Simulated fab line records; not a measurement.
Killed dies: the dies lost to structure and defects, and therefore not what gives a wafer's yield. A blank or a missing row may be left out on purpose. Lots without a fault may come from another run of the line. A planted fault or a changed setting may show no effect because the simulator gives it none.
Lot-split experiment + flow n5-finfet + on a route of 1938 steps: 7 lots, 21 wafers read

## SPLIT DETAILS
At N5_FIN_SAQP_HM_DEP_72 (deposits SiO2 from SiH4/N2O, target thk 12 nm, time 7.2 s), the setting time-s was moved away from the recipe's 7.2 s on 6 of the 21 wafers read, by -9.3% to +14.5%. All remaining wafers had this setting at the recipe value.

## FROM THE SPLIT TO THE READING: what the file shows between them, 4 steps
- N5_FIN_SAQP_COAT_49: time 60 s, resist thk 100 nm
- N5_FIN_SAQP_COAT_50: time 60 s, resist thk 35 nm
- N5_FIN_SAQP_ETCH_52: etches SOC in N2/H2, target depth 100 nm, overetch 20 nm, time 150 s
- N5_FIN_SAQP_STRIP_53: strips in N2/H2

## THE READING
etch.depth-nm (the simulator's own value, which no gauge read), in nm, at N5_FIN_SAQP_HM_OPEN_73 (chemistry CHF3/O2, target SiO2, stops on a-Si, target depth 12 nm, time 16.8 s). There is no usual value for it anywhere in the file. Average 12.04 nm, standard deviation 0.19 nm, over the 15 wafers here run with the recipe.

| wafer  | tool, chamber at the split | time-s as run, s | against the recipe | etch.depth-nm, nm | against lot-mates on the recipe |
|--------|----------------------------|------------------|--------------------|-------------------|---------------------------------|
| L075.1 | pecvd-01, 0                | 7.2              | recipe             | 12.17             | -                               |
| L075.4 | pecvd-01, 2                | 7.2              | recipe             | 12.04             | -                               |
| L075.5 | pecvd-01, 2                | 6.531            | -9.3%              | 10.91             | -1.20                           |
| L080.1 | pecvd-03, 2                | 8.245            | +14.5%             | 13.56             | +1.83                           |
| L080.3 | pecvd-03, 0                | 7.2              | recipe             | 11.73             | -                               |
| L080.5 | pecvd-03, 2                | 8.245            | +14.5%             | 13.72             | +1.99                           |
| L083.3 | pecvd-01, 0                | 7.2              | recipe             | 11.93             | -                               |
| L083.5 | pecvd-01, 0                | 7.2              | recipe             | 12.33             | -                               |
| L083.6 | pecvd-01, 1                | 7.2              | recipe             | 12.15             | -                               |
| L084.1 | pecvd-03, 1                | 7.2              | recipe             | 11.99             | -                               |
| L084.2 | pecvd-03, 0                | 6.813            | -5.4%              | 11.02             | -1.08                           |
| L084.3 | pecvd-03, 2                | 7.2              | recipe             | 12.21             | -                               |
| L088.1 | pecvd-01, 1                | 6.632            | -7.9%              | 10.97             | -1.25                           |
| L088.3 | pecvd-01, 0                | 6.632            | -7.9%              | 11.36             | -0.86                           |
| L088.4 | pecvd-01, 2                | 7.2              | recipe             | 12.22             | -                               |
| L090.3 | pecvd-03, 2                | 7.2              | recipe             | 12.07             | -                               |
| L090.4 | pecvd-03, 1                | 7.2              | recipe             | 12.34             | -                               |
| L090.6 | pecvd-03, 0                | 7.2              | recipe             | 12.04             | -                               |
| L093.1 | pecvd-02, 1                | 7.2              | recipe             | 11.72             | -                               |
| L093.3 | pecvd-02, 2                | 7.2              | recipe             | 11.84             | -                               |
| L093.6 | pecvd-02, 1                | 7.2              | recipe             | 11.82             | -                               |

FIT RESULTS
A straight line over all 21 wafers: etch.depth-nm changes by +0.115 nm for each +1% of time-s; r = +0.96; the points scatter about the line by 0.21 nm.
The same after taking each lot's own level away (the mean of its wafers on the recipe; 21 wafers): +0.135 nm for each +1%; r = +0.98; scatter 0.14 nm.
On that fit, the largest move of time-s shifts the reading by 2 nm.
Measured against the standard deviation above, the lots' own levels, which go from 11.730 to 12.220 nm, span 2.5 times it.
In other words, the slope is changed by the lot-to-lot level; the two fits disagree.
Check: with one of the wafers moved furthest among these (+14.5%) left out of the fit, the line predicts +2 nm for it against its lot-mates. It came out at +1.83 nm against them.

## THESE WAFERS: OTHER SPLITS
These wafers also went through other splits before the reading. Each is held against what the fit with the lots' levels taken away leaves over:
| other split on the same wafers           | wafers away from the commonest value | r with etch.depth-nm (lot level and that fit taken away) |
|------------------------------------------|--------------------------------------|----------------------------------------------------------|
| N5_PMOS_HMC_CHANNEL_EPI_COAT_31 spin-rpm | 6                                    | +0.11                                                    |
| N5_FIN_SAQP_PECVD_06 time-s              | 7                                    | +0.22                                                    |

## THE WHOLE CHAIN: every reading that the file lists as answering this split, in the file's order
| step                   | what it does                                                                   | reading                                                                            | change (the file's fit)               | r (the file's) |
|------------------------|--------------------------------------------------------------------------------|------------------------------------------------------------------------------------|---------------------------------------|----------------|
| N5_FIN_SAQP_HM_DEP_72  | deposits SiO2 from SiH4/N2O, target thk 12 nm, time 7.2 s                      | SiO2_of_FIN_SAQP_HM_DEP_72.thk-nm (the simulator's own value, which no gauge read) | +0.137 nm for each +1% of the setting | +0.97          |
| N5_FIN_SAQP_HM_OPEN_73 | chemistry CHF3/O2, target SiO2, stops on a-Si, target depth 12 nm, time 16.8 s | etch.depth-nm (the simulator's own value, which no gauge read)                     | +0.137 nm for each +1% of the setting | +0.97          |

## FILE'S OWN FIT
etch.depth-nm changes by +0.137 nm for each +1% of time-s, r = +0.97.
